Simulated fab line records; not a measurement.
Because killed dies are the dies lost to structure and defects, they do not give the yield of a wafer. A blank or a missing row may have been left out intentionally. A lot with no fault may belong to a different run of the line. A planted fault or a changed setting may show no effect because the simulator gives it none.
Matching of chambers ; flow nand_harc ; rie_diel-03 running NHARC_A_BONDPAD_ETCH_24: 4 sister chambers
The step etches the open film in CF4/N2, target depth 30 nm, time 72.99 s. 16 wafers are shown with their chamber, then 8 later ones without.

WAFERS WITH THEIR CHAMBER
wafer;chamber;drypump_motor_current_A (A);rf_vpp_V (V);oes_product_au (a.u.)
L961.2;2;5.7;315.8;0.993
L961.3;1;5.1;317.6;1.003
L961.4;3;5.8;317.7;0.997
L962.1;0;5.8;312.8;0.997
L962.3;2;5.6;315.8;0.978
L962.6;1;5.1;316.7;1.014
L970.3;1;5.1;316.6;1.008
L970.4;0;5.8;312.4;1.003
L970.6;1;5.1;315.1;1.006
L968.1;1;5.1;317.1;1.011
L968.4;2;5.6;314.3;0.981
L968.5;2;5.6;315.0;0.992
L971.2;2;5.6;315.9;0.990
L971.3;0;5.8;312.6;0.992
L971.6;3;5.8;317.0;0.992
L972.2;1;5.1;317.2;1.022

SIGNATURES (averages over the wafers above)
reading;chamber 0;chamber 1;chamber 2;chamber 3;scatter within a chamber
drypump_motor_current_A;5.800;5.100;5.620;5.800;0.0258
rf_vpp_V;312.600;316.717;315.360;317.350;0.71
oes_product_au;0.99733;1.01067;0.98680;0.99450;0.00637
Rule: for each reading, subtract the chamber's mean from the wafer's reading, divide by that reading's scatter and square the result; add these up over the readings and take the root, which gives the wafer's distance from the chamber. If the next closest chamber is less than 2 further off than the closest, the wafer can't be placed; otherwise it belongs to the closest. The scatter: take each reading less its chamber's mean, square it, sum over the shown wafers, divide by the number of wafers less the number of chambers, and take the root.

WAFERS MISSING THEIR CHAMBER
wafer;drypump_motor_current_A (A);rf_vpp_V (V);oes_product_au (a.u.)
L972.3;5.7;315.6;0.990
L972.5;5.1;316.2;1.019
L973.4;5.8;317.4;0.989
L973.5;5.6;315.6;0.978
L973.6;5.8;316.9;0.981
L978.3;5.1;317.4;1.021
L978.4;5.7;314.2;0.994
L978.6;5.7;316.0;0.984

THE CHAMBER EACH PASSED THROUGH
wafer;from the rows above;in truth
L972.3;can't be placed: 2 or 3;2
L972.5;1;1
L973.4;3;3
L973.5;2;2
L973.6;3;3
L978.3;1;1
L978.4;can't be placed: 2 or 0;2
L978.6;can't be placed: 2 or 3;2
Placed correctly: 5 of 8. From these rows, 3 cannot be placed; in 3 the true chamber is one of the candidates. Wrongly placed: 0.
